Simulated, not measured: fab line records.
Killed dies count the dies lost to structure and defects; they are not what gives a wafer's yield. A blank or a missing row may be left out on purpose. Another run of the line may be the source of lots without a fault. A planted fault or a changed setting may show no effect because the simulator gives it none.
fab line records -- flow nand_harc
record lots=6, wafers=16, last_day=32
route steps=1302 shown A_WL_FILL@956
lots that met no fault: taken from a fault-free run of the same line
start_h: hours from the record's opening day to when the first of the lot's shown wafers began -- wait_h: hours elapsed since this lot's preceding step -- " unchanged from the row above -- L1.1+2: a row that stands for several wafers -- - no value present, or no start provided -- * or withheld: withheld -- < > ~ a bound
route shown NAME@n: names a module that has steps shown in the file, with the first one's number in the route -- usual: the fault-free wafers' mean and standard deviation -- same: alike in all rows -- chamber/n: place in a boat -- sites: each site's reading -- _std_site: standard deviation across them -- _edge_site: mean of outer sites minus mean of inner sites -- radius_mm: for every site, how far away it sits from the centre of the wafer -- mask NAME#n: copy n -- behind: the last tool/chamber to shape the wafer -- hold: why the lot went on hold/how many hours it stayed there/how the hold came to an end -- device: transistor that didn't switch, given as n, p or np -- end of line: the same wafers' tests at the end of the route -- for a step that has no rows: nothing shown but its recipe -- killed: dies lost to structure and defects at the first sort, not the wafer's yield -- map: a wafer's dies, marking killed ones x, the rest . and places with no die _
set.NAME: the setting as run; set.NAME@STEP: as run at that earlier step -- model.NAME: the simulator's own value behind a step, which no gauge read
lots at some steps of the route; a table a step, a row a wafer
services: a tool's chamber out of use, with start hour (start_h, from the record's first day; less than 0 if before it), hours out, and reason
## steps
# step NHARC_A_WL_FILL_CVD_03
# recipe target_thk_a=400, temp_c=300, pressure_torr=40, wf6_flow_sccm=40, h2_flow_sccm=1600, ar_flow_sccm=1560, time_s=279, material=W
# step NHARC_A_WL_FILL_ETCHBACK_04
# recipe target_depth_a=600, time_s=120, chemistry=NF3
# usual drypump_motor_current_A=5.8/0.39, oes_product_au=0.997/0.0093, run_length_s=141.3/0.34
lot.wafer,tool,chamber,start_h,wait_h,drypump_motor_current_A,oes_product_au,rf_hours_counter_h,run_length_s
L435.1,rie_metal-01,1,482.46,0.3,5.7,0.997,1.5,141.6
L435.2,rie_metal-01,0,482.46,0.3,6.5,1.008,1.5,140.6
L435.3,rie_metal-01,0,482.46,0.3,6.5,1.007,-,140.9
L443.2,rie_metal-01,1,536.81,0.3,5.7,0.996,-,141.2
L443.3,rie_metal-01,1,536.81,0.3,5.7,0.999,-,141.2
L443.5,rie_metal-01,1,536.81,0.3,5.7,1.004,-,141.4
L451.5,rie_metal-02,1,630.35,0.2,6.0,0.979,-,142.0
L450.1,rie_metal-03,1,636.65,0.3,6.0,0.996,1.8,141.8
L450.3,rie_metal-03,0,636.65,0.3,5.4,0.995,-,141.1
L450.5,rie_metal-03,0,636.65,0.3,5.4,0.993,-,141.1
L452.4,rie_metal-01,0,637.03,0.2,6.5,0.991,-,140.6
L452.3,rie_metal-01,1,637.03,0.2,5.7,0.997,-,141.2
L452.5,rie_metal-01,1,637.03,0.2,5.7,1.005,-,141.3
L454.2,rie_metal-03,0,660.09,0.3,5.4,1.001,2.4,141.2
L454.1,rie_metal-03,1,660.09,0.3,6.0,1.002,2.4,141.4
L454.6,rie_metal-03,1,660.09,0.3,6.0,1.004,-,141.2
# step NHARC_A_WL_FILL_ETCHBACK_05
# recipe target_depth_a=220, time_s=60, temp_c=40, chemistry=Cl2/BCl3
# usual drypump_motor_current_A=5.8/0.39, oes_product_au=0.997/0.0091, run_length_s=81.4/0.4
lot.wafer,tool,chamber,start_h,wait_h,drypump_motor_current_A,oes_product_au,rf_hours_counter_h,run_length_s
L435.1,rie_metal-01,0,482.71,0.2,6.5,1.003,1.6,80.6
L435.2,rie_metal-01,1,482.71,0.2,5.7,1.002,1.6,81.3
L435.3,rie_metal-01,1,482.71,0.2,5.8,1.001,-,81.4
L443.2,rie_metal-01,1,537.20,0.3,5.8,0.994,-,81.1
L443.3,rie_metal-01,1,537.20,0.3,5.7,0.990,-,81.5
L443.5,rie_metal-01,1,537.20,0.3,5.7,0.994,-,81.4
L451.5,rie_metal-02,1,630.49,0.1,6.0,0.998,-,81.8
L450.1,rie_metal-03,1,636.89,0.2,6.0,0.993,2.0,81.3
L450.3,rie_metal-03,0,636.89,0.2,5.4,0.992,-,81.3
L450.5,rie_metal-03,1,636.89,0.2,6.0,0.997,-,81.2
L452.3,rie_metal-01,0,637.23,0.1,6.5,0.996,-,80.9
L452.4,rie_metal-01,1,637.23,0.1,5.8,0.993,-,81.3
L452.5,rie_metal-01,0,637.23,0.1,6.5,1.001,-,80.6
L454.2,rie_metal-03,0,660.34,0.2,5.4,0.999,2.5,81.2
L454.1,rie_metal-03,1,660.34,0.2,6.0,1.007,2.5,81.2
L454.6,rie_metal-03,1,660.34,0.2,6.0,0.994,-,81.6
# step NHARC_A_WL_FILL_STRIP_27
# recipe power_w=1500, temp_c=250, time_s=20, chemistry=N2/H2
# step NHARC_A_WL_FILL_STRIP_28
# recipe time_s=1200, temp_c=72.5, chemistry=post_etch_residue_remover
# step NHARC_A_WL_FILL_PRECLEAN_06
# recipe time_s=300, chemistry=DIW
# step NHARC_A_WL_FILL_SRD_07
# step NHARC_A_WL_FILL_ANNEAL_08
# recipe temp_c=450, time_s=1800
# step NHARC_A_WL_FILL_ALD_10
# recipe target_thk_a=500, pulse_time_s=10, ald_cycles=500, temp_c=300, material=SiO2
# usual heater_power_w=449/43, precursor_pulse_height_rel=0.997/0.021
lot.wafer,tool,chamber,start_h,wait_h,heater_power_w,precursor_pulse_height_rel
L435.3,ald_hk-01,1,489.38,0.6,542,0.968
L435.1,ald_hk-01,2,489.38,0.6,446,0.994
L435.2,ald_hk-01,3,489.38,0.6,422,1.007
L443.2,ald_hk-04,0,543.01,0.1,376,1.010
L443.3,ald_hk-04,1,543.01,0.1,508,0.980
L443.5,ald_hk-04,0,545.06,2.1,395,0.998
L451.5,ald_hk-01,0,637.72,2.1,433,0.985
L452.4,ald_hk-01,1,641.08,0.6,558,0.971
L452.3,ald_hk-01,2,641.08,0.6,457,1.007
L452.5,ald_hk-01,0,642.61,2.1,450,0.978
L450.3,ald_hk-03,1,641.60,1.1,470,0.984
L450.1,ald_hk-03,3,643.67,3.2,403,1.038
L450.5,ald_hk-03,0,644.70,4.2,447,1.002
L454.2,ald_hk-01,3,665.37,0.1,437,1.035
L454.1,ald_hk-01,1,666.41,1.1,546,0.986
L454.6,ald_hk-01,0,667.97,2.6,481,1.004
# step NHARC_A_WL_FILL_ETCHBACK_16
# recipe target_depth_a=1200, time_s=24, c4f8_flow_sccm=withheld, o2_flow_sccm=8, ar_flow_sccm=withheld, rf_w=600, bias_w=800, chemistry=C4F8/O2/Ar
# usual oes_product_au=0.98/0.033, rf_vpp_V=722/4.9, run_length_s=45.4/0.52
lot.wafer,tool,chamber,start_h,wait_h,oes_product_au,rf_hours_counter_h,rf_vpp_V,run_length_s
L435.3,rie_diel-09,1,-,-,0.93,4.1,717,45.6
L435.2,rie_diel-09,3,-,-,0.92,3.8,730,45.1
L435.1,rie_diel-09,0,-,-,0.91,4.1,719,45.7
L443.3,rie_diel-04,0,-,-,1.00,0.6,724,45.8
L443.2,rie_diel-04,1,-,-,0.99,0.5,715,44.6
L443.5,rie_diel-04,3,-,-,1.00,-,720,44.9
L451.5,rie_diel-10,0,-,-,0.98,-,731,45.6
L452.3,rie_diel-09,2,-,-,0.98,3.2,729,44.8
L452.4,rie_diel-09,3,-,-,1.00,3.2,730,44.9
L452.5,rie_diel-09,1,-,-,0.97,-,717,45.4
L450.3,rie_diel-10,2,-,-,0.99,0.8,720,44.7
L450.1,rie_diel-10,3,-,-,1.00,0.6,715,44.7
L450.5,rie_diel-10,1,-,-,1.01,-,721,45.2
L454.1,rie_diel-04,1,-,-,0.99,7.1,716,44.7
L454.2,rie_diel-04,2,-,-,1.00,7.3,718,46.0
L454.6,rie_diel-04,2,-,-,0.98,-,719,45.9
# step NHARC_A_WL_FILL_STRIP_29
# recipe time_s=20, o2_flow_sccm=500, ar_flow_sccm=0, bias_w=0, chemistry=O2
# usual drypump_motor_current_A=5.8/0.37, oes_product_au=1.004/0.0097, rf_vpp_V=57.6/0.95, showerhead_plenum_p_Torr=3.47/0.17, throttle_valve_pct=17.037/0.0084
lot.wafer,tool,chamber,start_h,wait_h,drypump_motor_current_A,oes_product_au,rf_hours_counter_h,rf_vpp_V,showerhead_plenum_p_Torr,throttle_valve_pct
L435.3,rie_diel-09,3,493.61,0.1,5.4,0.996,3.8,56.1,3.77,17.027
L435.1,rie_diel-09,0,493.61,0.1,5.8,0.994,4.1,57.5,3.35,17.027
L435.2,rie_diel-09,1,493.61,0.1,6.1,1.015,4.1,58.4,3.36,17.032
L443.3,rie_diel-04,1,547.73,0.1,6.1,1.002,0.5,58.0,3.30,17.040
L443.2,rie_diel-04,3,547.73,0.1,6.5,1.006,0.8,56.3,3.46,17.029
L443.5,rie_diel-04,2,547.73,0.1,6.2,0.999,-,57.1,3.37,17.039
L451.5,rie_diel-10,3,640.41,0.1,5.0,1.018,-,58.8,3.32,17.024
L452.4,rie_diel-09,3,645.28,0.1,5.5,1.014,3.2,58.9,3.77,17.037
L452.3,rie_diel-09,0,645.28,0.1,5.8,1.005,3.2,57.8,3.35,17.053
L452.5,rie_diel-09,3,645.28,0.1,5.4,1.013,-,56.9,3.77,17.029
L450.3,rie_diel-10,1,648.41,0.1,5.5,1.009,1.0,56.6,3.46,17.049
L450.1,rie_diel-10,2,648.41,0.1,5.3,1.000,0.8,57.0,3.39,17.039
L450.5,rie_diel-10,1,648.41,0.1,5.5,1.013,-,58.1,3.46,17.035
L454.1,rie_diel-04,1,670.13,0.1,6.1,1.002,7.1,58.4,3.29,17.029
L454.2,rie_diel-04,3,670.13,0.1,6.5,1.014,7.7,57.4,3.45,17.045
L454.6,rie_diel-04,2,670.13,0.1,6.2,1.009,-,57.7,3.37,17.037
# step NHARC_A_WL_FILL_ETCHBACK_17
# recipe target_depth_a=40, time_s=26.7, chemistry=Cl2/BCl3
# usual drypump_motor_current_A=5.9/0.4, oes_product_au=0.999/0.0079, run_length_s=48.0/0.37
lot.wafer,tool,chamber,start_h,wait_h,drypump_motor_current_A,oes_product_au,rf_hours_counter_h,run_length_s
L435.1,rie_metal-03,0,493.70,-,5.4,1.011,2.7,47.7
L435.2,rie_metal-03,0,493.70,-,5.4,1.008,-,48.0
L435.3,rie_metal-03,0,493.70,-,5.4,0.999,-,47.8
L443.2,rie_metal-02,0,547.82,-,5.4,0.990,1.5,48.3
L443.3,rie_metal-02,0,547.82,-,5.4,0.990,-,48.3
L443.5,rie_metal-02,1,547.82,-,6.0,1.002,-,48.1
L451.5,rie_metal-02,0,640.59,-,5.4,0.987,-,35.7
L452.4,rie_metal-01,1,645.40,-,5.8,0.988,-,48.3
L452.3,rie_metal-01,0,645.40,-,6.5,1.002,-,47.3
L452.5,rie_metal-01,0,645.40,-,6.5,0.998,-,47.3
L450.1,rie_metal-02,0,648.49,-,5.4,0.992,0.1,35.7
L450.3,rie_metal-02,0,648.49,-,5.4,0.982,-,36.1
L450.5,rie_metal-02,0,648.49,-,5.4,0.998,-,35.6
L454.1,rie_metal-03,1,670.22,-,6.0,1.000,2.6,47.7
L454.2,rie_metal-03,0,670.22,-,5.4,0.995,2.6,48.0
L454.6,rie_metal-03,0,670.22,-,5.4,0.998,-,48.3
# step NHARC_A_WL_FILL_PRECLEAN_18
# recipe time_s=30, chemistry=dHF
## services
tool,chamber,start_h,hours,kind
rie_metal-03,0,467.98,15.2,repair
rie_diel-10,1,469.00,2.4,repair
ald_hk-01,-,474.88,10.0,pm
rie_metal-03,1,475.48,27.0,repair
rie_diel-10,2,480.33,6.2,repair
rie_diel-09,2,488.94,7.0,repair
rie_diel-04,2,489.03,1.6,repair
rie_diel-09,-,497.10,9.0,pm
rie_metal-03,-,519.00,9.0,pm
rie_diel-10,2,519.01,21.2,repair
rie_diel-04,-,531.90,9.0,pm
rie_metal-01,0,535.62,14.3,repair
rie_metal-01,1,547.60,2.7,repair
rie_diel-09,2,549.37,5.8,repair
rie_diel-09,3,550.99,3.4,repair
ald_hk-03,-,568.38,10.0,pm
rie_metal-01,-,575.00,9.0,pm
rie_metal-01,0,575.00,9.0,vent_cycle
rie_diel-10,-,591.00,2.5,repair
rie_diel-10,-,596.50,9.0,pm
ald_hk-04,-,610.81,10.0,pm
ald_hk-03,-,625.65,0.5,repair
rie_metal-02,-,631.04,9.0,pm
ald_hk-01,-,652.88,10.0,pm
## key
first_sign step=NHARC_A_WL_FILL_ETCHBACK_17, reading=run_length_s, direction=down, sigmas=33, usual=*, struck=*
effect none on later readings
met_at NHARC_A_WL_FILL_ETCHBACK_17
struck_wafers L450.1,L450.3,L450.5,L451.5
later_rows_left_out L450.1,L450.3,L450.5,L451.5
sort_left_out L450.1,L450.3,L450.5,L451.5
tester_left_out L450,L451
onset_between 547.82 640.59
earlier_fault kind=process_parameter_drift, tool=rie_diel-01, chamber=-, onset_h=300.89, steps=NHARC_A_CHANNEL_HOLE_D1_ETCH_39, channel=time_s, offset=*, shape=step, acts_in=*, stated=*
fault kind=process_parameter_drift, tool=rie_metal-02, chamber=-, onset_h=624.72, steps=NHARC_A_WL_FILL_ETCHBACK_17, channel=time_s, offset=*, shape=step, acts_in=*, stated=*
# tester_left_out: of these lots the tester's yield and bins aren't shown, on N5 and GAA mostly nor the transistor test; their killed dies are dies lost to structure and defects alone, not to doping, threshold or leakage, so they don't give the yield
# sort_left_out: the simulated sort isn't trusted on such a fault, so these wafers' sort isn't shown, and their yield isn't known
# later_rows_left_out: the simulator's readings of these wafers behind a module that went badly wrong aren't trusted and aren't shown, but for the sort
